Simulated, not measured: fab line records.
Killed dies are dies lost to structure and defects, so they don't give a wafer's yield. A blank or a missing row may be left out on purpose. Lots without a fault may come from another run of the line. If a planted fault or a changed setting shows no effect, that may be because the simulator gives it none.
Struck lot and sound lot, side by side + flow nandHarc + 43 steps out of a route of 1302
Sound: the wafers L923.1, L923.4, L923.5. Wafers struck: L929.4, L929.5, L929.6. The cause comes at the end.
For every step that has rows: the tool of each side, followed by ch and its chambers, followed by its first start. Under that, the readings that differ: sound wafers + struck wafers + difference of the means + sigmas: that difference in standard deviations of wafers without a fault.
alike: same words and numbers on both sides, and readings whose means sit less than 2 such deviations apart. not compared: any withheld reading, any reading some wafer has no value for, any bound like >300 that may hide the same value, and any number with overlapping values for which the record gives no deviation.
The two part at a step that has a row with sigmas, a row that says differs or no value, or rows on one side only. When numbers do not overlap yet have no deviation, they are printed without sigmas and do not part them. A reading missing from all wafers of one side parts the sides only when that side holds two or more wafers.

first, 7 steps without rows for these wafers: NHARC_P_STI_SRD_35; NHARC_P_STI_ETCH_36 (etches SiO2 in dHF, target depth 38.8 nm); NHARC_P_STI_STRIP_24 (strips Si3N4 in H3PO4); NHARC_P_STI_ETCH_37 (etches SiO2 in dHF, target depth 11 nm); NHARC_P_STI_PRECLEAN_38 (cleans in SC1); NHARC_P_STI_SRD_39; NHARC_P_STI_OXIDE_40 (material SiO2, target thk 10 nm, ox time 1362 s).
NHARC_P_STI_INSPECT_25:
  sound on defectInspect-02 at day 5 20:23; struck on defectInspect-02 at day 8 21:01
| reading        | sound       | struck      | difference | sigmas |
|----------------|-------------|-------------|------------|--------|
| rawDefectCount | 282 478 316 | 117 139 120 | -233       | -3     |
then, 3 steps without rows for these wafers: NHARC_P_GATE_ETCH_69 (etches SiO2 in dHF, target depth 14 nm); NHARC_P_GATE_PRECLEAN_70 (cleans in SC1); NHARC_P_GATE_SRD_01.
NHARC_P_GATE_OXIDE_02: material SiO2, target thk 37.5 nm, ox time 365 s.
  sound on furnace-03 ch 0, day 5 23:44; struck on furnace-03 ch 0, day 9 01:16
  alike: spikeTcLowerC, zonePowerTopPct
then, 8 steps without rows for these wafers: NHARC_P_GATE_DEHYDRATE_03 (time 120 s); NHARC_P_GATE_HMDS_04 (time 30 s); NHARC_P_GATE_COAT_05; NHARC_P_GATE_SOFTBAKE_06 (time 95 s); NHARC_P_GATE_EBR_07; NHARC_P_GATE_EXPOSE_08 (exposes mask P HV); NHARC_P_GATE_PEB_09 (peb time 85 s); NHARC_P_GATE_DEVELOP_10 (time 70 s).
NHARC_P_GATE_CD_MEAS_11: the cd target is 1640 nm.
  sound on cdSem-03 ch 0, day 6 04:47; struck on cdSem-03 ch 0, day 9 06:08
  alike: cdNm
then, 1 step without rows for these wafers: NHARC_P_GATE_HARDBAKE_12 (time 80 s).
NHARC_P_GATE_DESCUM_13: chemistry O2, time 3 s.
  sound on rieDiel-04 ch 0,2,3, day 6 04:57; struck on rieDiel-04 ch 1,2,3, day 9 06:20
  alike: drypumpMotorCurrentA, o2FlowSccm, oesProductAu, rfVppV, showerheadPlenumPTorr, throttleValvePct
  not compared: rfHoursCounterH
then, 6 steps without rows for these wafers: NHARC_P_GATE_ETCH_14 (etches SiO2 in dHF, target depth 48.8 nm); NHARC_P_GATE_STRIP_15 (strips in SPM, time 780 s); NHARC_P_GATE_PRECLEAN_71 (cleans in SC1); NHARC_P_GATE_SRD_72; NHARC_P_GATE_OXIDE_16 (material SiO2, target thk 3 nm, ox time 392 s); NHARC_P_GATE_CVD_17 (deposits poly-Si, target thk 150 nm, time 900 s).
NHARC_P_GATE_HM_DEP_102: deposits aC, target thk 120 nm.
  sound on aclDep-02 ch 0, day 6 20:09; struck on aclDep-02 ch 0, day 9 19:41
| reading            | sound | struck               | difference                   | sigmas |
|--------------------|-------|----------------------|------------------------------|--------|
| susceptorTempC (C) | - - - | 399.74 399.92 399.96 | no value on the sound wafers |        |
  alike: throttleValvePct
NHARC_P_GATE_DEP_103: deposits SiON, target thk 30 nm.
  sound on pecvd-02 ch 0,1,2, day 6 21:10; struck on pecvd-01 ch 0,1,2, day 9 20:07
  alike: heaterPowerW, susceptorTempC
then, 8 steps without rows for these wafers: NHARC_P_GATE_DEHYDRATE_18 (time 120 s); NHARC_P_GATE_HMDS_19 (time 30 s); NHARC_P_GATE_COAT_20 (resist thk 90 nm); NHARC_P_GATE_SOFTBAKE_21 (time 55 s); NHARC_P_GATE_EBR_22; NHARC_P_GATE_EXPOSE_23 (exposes mask P GATE, target cd 120 nm); NHARC_P_GATE_PEB_24 (peb time 65 s); NHARC_P_GATE_DEVELOP_25 (develop time 35 s).
NHARC_P_GATE_CD_MEAS_26: the cd target is 120 nm.
  sound on cdSem-02 ch 0, day 6 21:42; struck on cdSem-02 ch 0, day 9 20:36
  alike: cdNm
NHARC_P_GATE_OVL_MEAS_27:
  sound on overlay-02 at day 6 21:47; struck on overlay-01 at day 9 20:41
  alike: overlayXNm, overlayYNm
NHARC_P_GATE_INSPECT_28:
  sound on defectInspect-01 at day 6 21:49; struck on defectInspect-01 at day 9 20:43
| reading        | sound | struck   | difference | sigmas |
|----------------|-------|----------|------------|--------|
| rawDefectCount | 2 2 4 | 31 29 25 | +26        | +9     |
-- the record jumps here: 19 days lie between the struck wafers' starts before and after (it left off in module P_GATE and takes up again in module END, whose first step shown is number 1302 of the route) --
NHARC_END_SORT_01:
  sound on prober-02 ch 0, day 26 00:39; struck on prober-02 ch 0, day 29 05:47
| reading           | sound | struck   | difference | sigmas |
|-------------------|-------|----------|------------|--------|
| killedAtArray     | 98    | 39 39 45 | -57        | -3     |
| killedAtOther     | 3     | 0 0 0    | -3         | -3     |
| killedAtPeriphery | 6     | 26 21 21 | +17        | +7     |
| killedDies        | 107   | 65 60 66 | -43        | -2     |
| killedShort       | 0     | 4 3 2    | +3         | +2     |
  alike: killedOpen

## WHERE THEY PART
At NHARC_P_STI_INSPECT_25 first; at NHARC_END_SORT_01 last (within this record only).

WHY: what had been put in by the simulator
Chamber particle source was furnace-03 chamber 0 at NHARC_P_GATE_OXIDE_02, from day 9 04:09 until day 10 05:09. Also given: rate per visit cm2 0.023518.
